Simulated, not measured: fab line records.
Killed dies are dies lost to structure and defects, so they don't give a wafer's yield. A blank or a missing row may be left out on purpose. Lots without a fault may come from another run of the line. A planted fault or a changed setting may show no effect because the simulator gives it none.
fab line records	flow n5_finfet
[record] lots = 7	wafers = 19	last_day = 17
route steps=1938 shown BEOL_M0_SAQP@680 BEOL_M4@1111
lots untouched by any fault: they come from a run of this same line in which no faults occurred
start_h: hours from the record's first day to the start of the lot's first wafer shown	wait_h: hours from the lot's prior step to this one	" repeats the value in the row above	L1.1+2: several wafers, shown together as one row	- no value, or no start given	* or withheld: withheld	< > ~ a bound
route shown NAME@n: names a module that has steps shown in the file, with the first one's number in the route	usual: mean and standard deviation over wafers with no fault	same: alike in all rows	chamber/n: place in a boat	sites: the reading at each site	_std_site: their standard deviation	_edge_site: mean of outer sites minus mean of inner sites	radius_mm: for every site, how far away it sits from the centre of the wafer	mask NAME#n: copy n	behind: the last tool/chamber to shape the wafer	hold: why the lot went on hold/how many hours it stayed there/how the hold came to an end	device: whichever transistor did not switch (one of n, p or np)	end of line: the route-end tests of the same wafers	for a step that has no rows: nothing shown but its recipe	killed: count of dies lost to structure and defects at first sort (not the wafer's yield)	map: a wafer's dies, x killed, . not, _ none there
set.NAME: the setting that was run; set.NAME@STEP: the one run at that earlier step	model.NAME: the simulator's own value behind a step, which no gauge read
lots seen at some steps along the route; tables by step, rows by wafer
services: the hour from which a tool's chamber was out of use, counted from the record's first day as start_h (under 0 if before that day), plus the number of hours and why
[[steps]]
[step N5_BEOL_M0_SAQP_COAT_69]
[recipe] resist = SOC	temp_c = 250	time_s = 60	spin_rpm = 1500	resist_thk_nm = 90
[step N5_BEOL_M0_SAQP_COAT_72]
[recipe] resist = SiARC	temp_c = 220	time_s = 60	spin_rpm = 1500	resist_thk_nm = 15
[step N5_BEOL_M0_SAQP_COAT_87]
[recipe] resist = underlayer	temp_c = 205	time_s = 60	spin_rpm = 1500	resist_thk_nm = 5
[step N5_BEOL_M0_SAQP_COAT_34]
[recipe] resist = CAR-EUV	spin_rpm = 1500	resist_thk_nm = 30
[step N5_BEOL_M0_SAQP_EBR_36]
[recipe] solvent = PGMEA	ebr_width_mm = 1.5
[step N5_BEOL_M0_SAQP_SOFTBAKE_35]
[recipe] temp_c = 110	time_s = 60	resist = CAR-EUV
[step N5_BEOL_M0_SAQP_EXPOSE_37]
[recipe] mask_id = M0_CUT1	na = 0.33	source_shape = annular	sigma_inner = 0.35	sigma_outer = 0.8	polarization = unpolarized	target_cd_nm = 30	dose_mj = 44.75
[step N5_BEOL_M0_SAQP_PEB_38]
[recipe] peb_temp_c = 100	peb_time_s = 60	resist = CAR-EUV
[step N5_BEOL_M0_SAQP_DEVELOP_39]
[recipe] develop_time_s = 30	developer = TMAH	resist = CAR-EUV	rinse_liquid = surfactant_rinse	dry = air_spin	dev_temp_c = 23
[step N5_BEOL_M0_SAQP_CD_MEAS_40]
[recipe] target_cd_nm = 30	landing_energy_ev = 500	detector = se_inlens
[usual] cd_nm = 29.98/0.25
lot.wafer	tool	chamber	start_h	wait_h	cd_nm
L291.2	cd_sem-01	0	128.24	-	29.80
L291.4	"	0	"	"	30.03
L291.6	"	0	"	"	30.33
L294.1	cd_sem-02	0	147.18	-	29.96
L294.3	"	0	"	"	30.54
L294.5	"	0	"	"	30.02
L297.3	cd_sem-02	0	162.71	-	30.27
L297.6	"	0	"	"	30.50
L298.3	cd_sem-02	0	166.60	-	30.01
L298.4	"	0	"	"	29.93
L298.6	"	0	"	"	29.77
L302.1	cd_sem-02	0	189.17	-	30.25
L302.2	"	0	"	"	29.38
L303.4	cd_sem-02	0	196.72	-	29.57
L303.5	"	0	"	"	29.88
L303.6	"	0	"	"	30.18
L307.2	cd_sem-01	0	223.49	-	30.13
L307.3	"	0	"	"	29.93
L307.6	"	0	"	"	30.11
[step N5_BEOL_M0_SAQP_OVL_MEAS_41]
[recipe] points_per_wafer = 522
[usual] M0_CUT1_OVL = 0.1/0.7
lot.wafer	tool	chamber	start_h	wait_h	M0_CUT1_OVL[nm]
L291.2	overlay-02	0	128.27	0.0	0.8
L291.4	"	0	"	"	1.6
L291.6	"	0	"	"	1.1
L294.1	overlay-02	0	147.21	0.0	-0.3
L294.3	"	0	"	"	0.4
L294.5	"	0	"	"	-0.2
L297.3	overlay-02	0	162.75	0.0	-1.6
L297.6	"	0	"	"	-0.6
L298.3	overlay-02	0	166.64	0.0	0.6
L298.4	"	0	"	"	0.8
L298.6	"	0	"	"	1.5
L302.1	overlay-01	0	189.20	0.0	0.0
L302.2	"	0	"	"	-0.2
L303.4	overlay-02	0	196.77	0.0	0.1
L303.5	"	0	"	"	-0.2
L303.6	"	0	"	"	-0.3
L307.2	overlay-01	0	223.52	0.0	0.7
L307.3	"	0	"	"	0.1
L307.6	"	0	"	"	0.6
[step N5_BEOL_M0_SAQP_INSPECT_42]
[recipe] mode = adi	inspect_instrument = brightfield
[usual] raw_defect_count = 352/99
lot.wafer	tool	chamber	start_h	wait_h	raw_defect_count
L291.2	defect_inspect-01	-	128.33	0.0	393
L291.4	"	-	"	"	527
L291.6	"	-	"	"	444
L294.1	defect_inspect-01	-	147.27	0.1	343
L294.3	"	-	"	"	240
L294.5	"	-	"	"	351
L297.3	defect_inspect-01	-	162.80	0.0	232
L297.6	"	-	"	"	232
L298.3	defect_inspect-01	-	166.69	0.0	326
L298.4	"	-	"	"	372
L298.6	"	-	"	"	353
L302.1	defect_inspect-02	-	189.26	0.1	254
L302.2	"	-	"	"	207
L303.4	defect_inspect-01	-	196.81	0.0	397
L303.5	"	-	"	"	504
L303.6	"	-	"	"	413
L307.2	defect_inspect-02	-	223.58	0.0	261
L307.3	"	-	"	"	342
L307.6	"	-	"	"	180
[step N5_BEOL_M0_SAQP_DESCUM_45]
[recipe] chemistry = O2	time_s = 7	source_power_w = 50	bias_power_w = 20	pressure_mtorr = 20	rf_frequency_hz = 2.712e+07	temp_c = 40	resist = CAR-EUV	o2_flow_sccm = 225
[usual] drypump_motor_current_A = 5.8/0.52	o2_flow_sccm = 225.1/0.73	oes_product_au = 0.75/0.074	rf_fwd_power_W = 49.38/0.28	rf_vpp_V = 243.0/1.3	showerhead_plenum_p_Torr = 2.08/0.069	throttle_valve_pct = 20.57/0.24
lot.wafer	tool	chamber	start_h	wait_h	drypump_motor_current_A	o2_flow_sccm	oes_product_au	rf_fwd_power_W	rf_hours_counter_h	rf_vpp_V	showerhead_plenum_p_Torr	throttle_valve_pct	model.CAR-EUV_of_BEOL_M0_SAQP_COAT_34.thk_nm
L291.2	rie_diel-02	1	128.41	0.1	5.9	226.1	0.70	49.47	247	243.1	1.96	20.31	26.2
L291.4	"	0	"	"	6.0	225.1	0.72	49.30	199	243.6	2.07	20.81	26.2
L291.6	"	2	"	"	5.6	224.5	0.77	49.64	-	244.8	2.12	20.23	26.2
L294.1	rie_diel-04	0	147.32	0.1	6.1	225.4	0.72	49.52	170	243.6	2.09	20.57	26
L294.3	"	1	"	"	6.6	224.8	0.78	49.21	151	242.0	2.01	20.58	26
L294.5	"	3	"	"	5.6	223.8	0.70	49.47	-	243.0	1.98	20.82	26
L297.3	rie_diel-04	1	162.90	0.1	6.6	224.7	0.77	49.38	155	242.6	2.01	20.58	26
L297.6	"	3	"	"	5.7	224.2	0.70	49.46	-	241.9	1.97	20.82	25.4
L298.3	rie_diel-05	0	166.72	0.0	5.4	224.3	0.70	49.36	211	244.4	2.07	20.51	26
L298.4	"	2	"	"	5.5	225.6	0.70	48.82	238	242.6	2.05	20.35	26
L298.6	"	3	"	"	5.6	225.5	0.71	49.66	-	243.5	2.08	20.95	26.2
L302.1	rie_diel-04	1	189.29	0.0	6.6	225.1	0.76	49.49	162	242.7	2.00	20.61	26
L302.2	"	3	"	"	5.6	224.6	0.69	49.57	243	241.5	1.97	20.81	25.4
L303.4	rie_diel-04	2	196.84	0.0	5.5	224.3	0.75	48.92	174	244.2	2.18	20.53	26
L303.5	"	3	"	"	5.7	225.1	0.68	49.32	-	241.2	1.97	20.83	26
L303.6	"	2	"	"	5.5	225.4	0.75	48.92	-	243.0	2.18	20.51	25.6
L307.2	rie_diel-05	1	223.61	0.0	6.7	225.5	0.70	49.38	220	242.4	2.06	20.66	26.2
L307.3	"	3	"	"	5.6	224.3	0.70	49.32	212	242.2	2.07	20.97	26.2
L307.6	"	1	"	"	6.7	224.7	0.70	49.77	-	242.7	2.06	20.68	26.2
[step N5_BEOL_M0_SAQP_ETCH_88]
[recipe] chemistry = N2/H2	target = underlayer	target_depth_a = 65	time_s = 5.2	ion_energy_ev = 200	mask_material = CAR-EUV	pressure_mtorr = 30	source_w = 840	bias_w = 150	n2_flow_sccm = 200	h2_flow_sccm = 200	ends = cleared
[usual] drypump_motor_current_A = 5.8/0.52	etch_rf_on_time_s = 5.20/0.084	h2_flow_sccm = 199.9/0.6	n2_flow_sccm = 199.9/0.61	oes_product_au = 0.64/0.063	rf_fwd_power_W = 819.5/2.5	rf_vpp_V = 523.4/2.7	showerhead_plenum_p_Torr = 2.53/0.084	throttle_valve_pct = 17.99/0.24
lot.wafer	tool	chamber	start_h	wait_h	drypump_motor_current_A	etch_rf_on_time_s	h2_flow_sccm	n2_flow_sccm	oes_product_au	rf_fwd_power_W	rf_hours_counter_h	rf_vpp_V	showerhead_plenum_p_Torr	throttle_valve_pct
L291.2	rie_diel-02	1	128.44	0.0	5.9	5.14	199.4	199.7	0.59	819.7	247	517.4	2.41	17.87
L291.4	"	0	"	"	6.0	5.26	199.6	200.2	0.61	823.0	199	518.9	2.52	18.32
L291.6	"	2	"	"	5.6	5.13	200.2	201.0	0.66	821.9	-	526.7	2.57	17.61
L294.1	rie_diel-04	0	147.35	0.0	6.1	5.19	199.4	199.8	0.62	824.7	170	525.1	2.53	17.85
L294.3	"	1	"	"	6.6	5.11	199.6	198.7	0.66	818.2	151	521.9	2.44	18.07
L294.5	"	3	"	"	5.7	5.14	199.3	200.3	0.60	818.9	-	519.7	2.40	18.15
L297.3	rie_diel-04	1	162.94	0.0	6.6	5.10	199.9	200.6	0.66	822.3	155	519.3	2.44	18.07
L297.6	"	3	"	"	5.7	5.15	200.7	198.6	0.59	824.0	-	521.7	2.40	18.19
L298.3	rie_diel-05	0	166.76	0.0	5.4	5.22	199.8	200.2	0.58	817.3	211	521.6	2.52	18.00
L298.4	"	2	"	"	5.5	5.23	198.5	199.4	0.59	820.9	238	524.0	2.51	17.94
L298.6	"	3	"	"	5.6	5.38	199.6	199.5	0.59	814.1	-	526.5	2.52	18.34
L302.1	rie_diel-04	1	189.33	0.0	6.6	5.16	201.3	200.3	0.64	820.5	162	520.3	2.44	18.10
L302.2	"	3	"	"	5.7	5.22	200.1	199.4	0.59	821.6	243	519.3	2.39	18.20
L303.4	rie_diel-04	2	196.88	0.0	5.5	5.22	200.6	199.3	0.64	819.6	174	526.6	2.64	17.89
L303.5	"	3	"	"	5.7	5.22	200.1	199.2	0.59	818.8	-	519.3	2.39	18.16
L303.6	"	2	"	"	5.5	5.21	199.7	200.6	0.64	818.4	-	526.6	2.64	17.86
L307.2	rie_diel-05	1	223.65	0.0	6.8	5.12	200.7	199.9	0.60	822.8	220	521.7	2.51	18.10
L307.3	"	3	"	"	5.6	5.47	199.7	200.0	0.60	821.2	212	522.7	2.51	18.35
L307.6	"	1	"	"	6.7	5.12	200.3	200.3	0.59	819.3	-	520.8	2.51	18.10
[step N5_BEOL_M4_RC_MEAS_101]
[usual] DIBL_N = 36.3/1.2	DIBL_P = 36.3/1.4	IOFF_N = 0.157/0.02	IOFF_P = 0.22/0.033	ION_N = 675/9.6	ION_P = 465/8.2	SS_N = 71.4/0.45	SS_P = 73.3/0.54	VT_N = 249.8/2.5	VT_P = -249/3.2
lot.wafer	tool	chamber	start_h	wait_h	DIBL_N[mV/V]	DIBL_P[mV/V]	IOFF_N[nA/um]	IOFF_P[nA/um]	ION_N[uA/um]	ION_P[uA/um]	SS_N[mV/dec]	SS_P[mV/dec]	VT_N[mV]	VT_P[mV]
L291.2	prober-01	0	188.04	0.2	36.7	37.2	0.161	0.19	675	454	70.6	72.9	250.2	-252
L291.4	"	0	"	"	35.9	35.8	0.147	0.18	681	458	71.0	72.7	248.5	-250
L291.6	"	0	"	"	36.0	36.6	0.156	0.19	677	460	71.7	73.4	249.3	-250
L294.1	prober-02	0	231.35	0.0	36.4	36.1	0.146	0.20	672	464	71.4	73.2	250.4	-252
L294.3	"	0	"	"	36.2	36.4	0.148	0.20	671	460	72.2	73.5	251.3	-251
L294.5	"	0	"	"	35.3	35.2	0.132	0.19	666	464	71.2	72.3	252.5	-252
L298.3	prober-01	0	232.58	0.7	33.2	34.0	0.131	0.19	665	463	71.2	72.3	252.8	-248
L298.4	"	0	"	"	33.6	34.4	0.138	0.19	651	457	71.0	72.2	248.5	-247
L298.6	"	0	"	"	32.5	34.1	0.128	0.19	668	461	71.4	73.1	250.6	-247
L297.3	prober-01	0	248.23	0.3	38.6	37.0	0.182	0.26	688	477	71.7	73.7	249.2	-246
L297.6	"	0	"	"	38.0	35.8	0.156	0.22	674	467	71.6	73.5	251.0	-249
L302.1	prober-01	0	251.93	0.0	35.4	35.8	0.159	0.20	670	457	71.4	72.7	248.4	-253
L302.2	"	0	"	"	34.8	35.2	0.152	0.20	674	459	70.6	72.7	248.7	-252
L303.4	prober-02	0	277.36	0.5	36.2	35.8	0.149	0.20	669	457	71.3	73.6	248.4	-252
L303.5	"	0	"	"	36.7	36.7	0.155	0.22	672	464	72.1	73.6	248.1	-250
L303.6	"	0	"	"	36.6	36.1	0.151	0.20	673	455	71.9	74.2	249.9	-253
L307.2	prober-01	0	299.91	0.2	35.5	34.6	0.132	0.16	658	449	70.8	73.6	253.1	-259
L307.3	"	0	"	"	36.5	35.0	0.150	0.17	660	447	71.7	73.3	251.5	-254
L307.6	"	0	"	"	35.5	34.3	0.132	0.16	661	449	71.6	74.4	254.8	-259
[[services]]
tool	chamber	start_h	hours	kind
rie_diel-02	1	137.73	-	clean
rie_diel-02	1	137.73	-	consumable_replace:focus_ring
rie_diel-02	1	137.73	-	consumable_replace:showerhead
rie_diel-02	-	139.51	0.9	repair
rie_diel-02	0	202.66	7.8	repair
rie_diel-02	2	206.69	6.6	repair
rie_diel-05	2	209.91	-	clean
rie_diel-05	2	209.91	-	consumable_replace:focus_ring
rie_diel-05	2	209.91	14.9	scheduled_down
rie_diel-05	2	209.91	14.9	vent_cycle
rie_diel-04	3	210.24	-	clean
rie_diel-04	3	210.24	-	consumable_replace:focus_ring
rie_diel-04	3	210.24	-	consumable_replace:showerhead
rie_diel-04	3	210.24	16.8	scheduled_down
rie_diel-04	3	210.24	16.8	vent_cycle
[[key]]
first_sign none at tools or gauges
[model_effect] step = N5_BEOL_M0_SAQP_DESCUM_45	value = CAR-EUV_of_BEOL_M0_SAQP_COAT_34.thk_nm	without = 26	struck = 25.47
met_at N5_BEOL_M0_SAQP_DESCUM_45
struck_wafers L297.6,L302.2,L303.6
onset_between 147.32 162.90
[fault] kind = process_parameter_drift	tool = rie_diel-04	chamber = -	onset_h = 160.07	steps = N5_BEOL_M0_SAQP_DESCUM_45	channel = time_s	offset = *	shape = step	end_h = 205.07	scope = struck_wafers_only	acts_in = *	stated = *
